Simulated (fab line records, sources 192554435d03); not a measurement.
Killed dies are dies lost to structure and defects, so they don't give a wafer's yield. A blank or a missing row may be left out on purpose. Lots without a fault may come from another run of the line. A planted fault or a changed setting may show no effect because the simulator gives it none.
A struck lot beside a sound one | flow n5_finfet | 18 steps out of a route of 1938
Sound: wafers L950.1, L950.5, L950.6. Struck: wafer L960.6. (L960.1, L960.5 of the same lot were not struck and are left out.) The cause comes at the end.
At each step with rows: each side's tool, then ch and its chambers, then its first start. Under that, the readings that differ: sound wafers | struck wafers | difference of the means | sigmas: that difference in standard deviations of wafers without a fault.
alike: readings whose means differ by less than 2 such deviations, and words and numbers that are the same on both sides. not compared: withheld readings, readings that some wafer has no value for, bounds like >300 that may hide the same value, and numbers for which the record gives no deviation and whose values overlap.
The two part at a step that has a row with sigmas, a row that says differs or no value, or rows on one side only. Numbers that don't overlap but have no deviation are shown without sigmas and don't part them. A reading that every wafer of one side lacks parts them only if that side has two wafers or more.

first, 5 steps without rows for these wafers: N5_PASSIVATION_SOFTBAKE_39 (time 120 s); N5_PASSIVATION_EXPOSE_41 (exposes mask PASS OPEN, defocus 0 nm, target cd 40000 nm); N5_PASSIVATION_PEB_42; N5_PASSIVATION_DEVELOP_43 (develop time 60 s); N5_PASSIVATION_HARDBAKE_45 (time 120 s).
N5_PASSIVATION_CD_MEAS_44: target cd 40000 nm.
  sound on cd_sem-01 ch 0, day 13 10:22; struck on cd_sem-01 ch 0, day 16 04:53
  alike: cd_nm
N5_PASSIVATION_OVL_MEAS_66:
  sound on overlay-02 ch 0, day 13 10:24; struck on overlay-01 ch 0, day 16 04:55
  reading            | sound    | struck | difference | sigmas
  PASS_OPEN_OVL (nm) | -7 -4 -2 | 11     | +15        | +3
N5_PASSIVATION_INSPECT_67: inspects for defects (macro).
  sound on defect_inspect-02, day 13 10:25; struck on defect_inspect-01, day 16 04:57
  alike: raw_defect_count
N5_PASSIVATION_DESCUM_46: chemistry O2, time 7.9 s.
  sound on rie_diel-04 ch 2,3, day 13 10:46; struck on rie_diel-04 ch 0, day 16 04:59
  alike: drypump_motor_current_A, oes_product_au, rf_vpp_V, showerhead_plenum_p_Torr, throttle_valve_pct
  not compared: rf_hours_counter_h
N5_PASSIVATION_PASS_ETCH_47: etches SiNx in CF4/O2, target depth 770 nm, time 385 s.
  sound on rie_diel-04 ch 2,3, day 13 10:47; struck on rie_diel-04 ch 0, day 16 05:01
  alike: drypump_motor_current_A, oes_product_au, rf_vpp_V, showerhead_plenum_p_Torr, throttle_valve_pct
  not compared: rf_hours_counter_h
N5_PASSIVATION_ETCH_54: etches SiO2 in CHF3/O2, target depth 880 nm, time 440 s.
  sound on rie_diel-04 ch 2,3, day 13 11:01; struck on rie_diel-04 ch 0, day 16 05:14
  reading      | sound       | struck | difference | sigmas
  rf_vpp_V (V) | 526 538 527 | 507    | -23        | -2
  alike: drypump_motor_current_A, oes_product_au, showerhead_plenum_p_Torr, throttle_valve_pct
  not compared: rf_hours_counter_h
N5_PASSIVATION_STRIP_48: strips in O2.
  sound on rie_diel-04 ch 2,3, day 13 11:19; struck on rie_diel-04 ch 0, day 16 05:32
  alike: drypump_motor_current_A, oes_product_au, rf_vpp_V, showerhead_plenum_p_Torr, throttle_valve_pct
  not compared: rf_hours_counter_h
N5_PASSIVATION_STRIP_52: strips in post etch residue remover, time 1200 s.
  sound on wet_bench-03 ch 1,5,6, day 13 11:25; struck on wet_bench-01 ch 1,2,6, day 16 05:36
then, 3 steps without rows for these wafers: N5_PASSIVATION_CLEAN_71 (cleans in IPA, time 180 s); N5_PASSIVATION_SRD_72 (time 30 s); N5_PASSIVATION_ANNEAL_56 (time 1800 s).
N5_PASSIVATION_PROBE_49:
  the record has rows for the struck wafers here (prober-02, day 16 08:16) and none for the sound ones
N5_PASSIVATION_INSPECT_57: inspects for defects (macro).
  sound on defect_inspect-02, day 13 14:40; struck on defect_inspect-01, day 16 08:22
  reading          | sound | struck | difference | sigmas
  raw_defect_count | 1 2 2 | >300   | differs    |

WHERE THEY PART
First at N5_PASSIVATION_OVL_MEAS_66; last, within this record, at N5_PASSIVATION_INSPECT_57.

WHY: what the simulator had put in
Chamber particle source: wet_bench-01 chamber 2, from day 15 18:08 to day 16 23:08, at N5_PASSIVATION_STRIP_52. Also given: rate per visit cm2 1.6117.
